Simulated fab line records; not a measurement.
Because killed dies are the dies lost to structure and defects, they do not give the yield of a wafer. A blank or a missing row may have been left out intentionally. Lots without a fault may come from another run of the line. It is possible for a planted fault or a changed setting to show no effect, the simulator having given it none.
Matching of chambers | flow nandHarc | 4 sister chambers for NHARC_P_BONDPAD_DESCUM_11 on rieDiel-05
The step chemistry O2, time 3 s. 36 wafers are shown with their chamber, then 12 later ones without.

## WAFERS PAIRED WITH THEIR CHAMBERS
wafer  | chamber | showerheadPlenumPTorr (Torr) | drypumpMotorCurrentA (A) | oesProductAu (a.u.)
L074.2 | 1       | 1.79                         | 5.9                      | 0.998
L074.4 | 2       | 1.94                         | 6.2                      | 1.009
L074.6 | 0       | 1.88                         | 5.8                      | 1.008
L075.1 | 3       | 1.99                         | 6.4                      | 0.995
L075.2 | 1       | 1.78                         | 5.9                      | 0.999
L075.3 | 0       | 1.88                         | 5.8                      | 0.989
L075.4 | 3       | 1.99                         | 6.4                      | 1.001
L075.5 | 1       | 1.78                         | 6.0                      | 1.001
L075.6 | 0       | 1.88                         | 5.8                      | 0.999
L076.2 | 0       | 1.88                         | 5.8                      | 1.006
L076.3 | 1       | 1.78                         | 5.9                      | 1.001
L076.5 | 1       | 1.78                         | 5.9                      | 1.000
L079.1 | 2       | 1.94                         | 6.2                      | 0.991
L079.2 | 3       | 1.98                         | 6.4                      | 0.992
L079.3 | 1       | 1.78                         | 5.9                      | 1.004
L083.2 | 3       | 1.98                         | 6.4                      | 1.009
L083.3 | 0       | 1.88                         | 5.8                      | 1.000
L083.4 | 2       | 1.94                         | 6.2                      | 1.019
L086.1 | 3       | 1.98                         | 6.4                      | 0.993
L086.3 | 0       | 1.88                         | 5.8                      | 0.991
L086.5 | 2       | 1.94                         | 6.2                      | 0.996
L084.2 | 0       | 1.88                         | 5.8                      | 0.995
L084.3 | 3       | 1.98                         | 6.4                      | 0.997
L084.4 | 2       | 1.94                         | 6.2                      | 1.004
L088.1 | 2       | 1.93                         | 6.2                      | 1.008
L088.3 | 0       | 1.88                         | 5.8                      | 1.005
L088.6 | 2       | 1.93                         | 6.2                      | 1.001
L090.1 | 1       | 1.78                         | 6.0                      | 1.003
L090.2 | 3       | 1.98                         | 6.4                      | 1.013
L090.3 | 0       | 1.88                         | 5.8                      | 1.012
L093.2 | 0       | 1.88                         | 5.8                      | 0.992
L093.3 | 3       | 1.98                         | 6.4                      | 0.994
L093.6 | 3       | 1.98                         | 6.4                      | 0.983
L094.1 | 2       | 1.93                         | 6.2                      | 1.015
L094.3 | 3       | 1.98                         | 6.4                      | 1.001
L094.5 | 3       | 1.98                         | 6.3                      | 1.002

SIGNATURES (means of the wafers above)
reading               | chamber 0 | chamber 1 | chamber 2 | chamber 3 | scatter within a chamber
showerheadPlenumPTorr | 1.8800    | 1.7814    | 1.9363    | 1.9818    | 0.00369
drypumpMotorCurrentA  | 5.800     | 5.929     | 6.200     | 6.391     | 0.027
oesProductAu          | 0.99970   | 1.00086   | 1.00537   | 0.99818   | 0.00769
Rule: for a wafer and a chamber, the distance is found by dividing, reading by reading, the gap between the wafer's reading and the chamber's mean by the reading's scatter, squaring, summing and taking the root. If the next closest chamber is less than 2 further off than the closest, the wafer can't be placed; otherwise it belongs to the closest. How the scatter is found: for the shown wafers, subtract from each reading the mean of its chamber, square and add these, divide the total by (wafers less chambers), then take the root.

## WAFERS WITH NO CHAMBER GIVEN
wafer  | showerheadPlenumPTorr (Torr) | drypumpMotorCurrentA (A) | oesProductAu (a.u.)
L091.4 | 1.98                         | 6.4                      | 0.991
L091.5 | 1.78                         | 5.9                      | 1.007
L091.6 | 1.88                         | 5.8                      | 1.007
L092.1 | 1.88                         | 5.8                      | 0.989
L092.2 | 1.78                         | 5.9                      | 0.994
L092.6 | 1.78                         | 5.9                      | 0.999
L095.2 | 1.93                         | 6.2                      | 1.011
L095.3 | 1.78                         | 5.9                      | 0.995
L095.4 | 1.78                         | 5.9                      | 1.002
L097.2 | 1.93                         | 6.2                      | 1.008
L097.3 | 1.88                         | 5.8                      | 0.993
L097.6 | 1.78                         | 6.0                      | 0.994

## EACH ONE'S CHAMBER
wafer  | from the rows above | in truth
L091.4 | 3                   | 3
L091.5 | 1                   | 1
L091.6 | 0                   | 0
L092.1 | 0                   | 0
L092.2 | 1                   | 1
L092.6 | 1                   | 1
L095.2 | 2                   | 2
L095.3 | 1                   | 1
L095.4 | 1                   | 1
L097.2 | 2                   | 2
L097.3 | 0                   | 0
L097.6 | 1                   | 1
Correct placement for 12 of the 12. From these rows, 0 cannot be placed. Wrongly placed: 0.
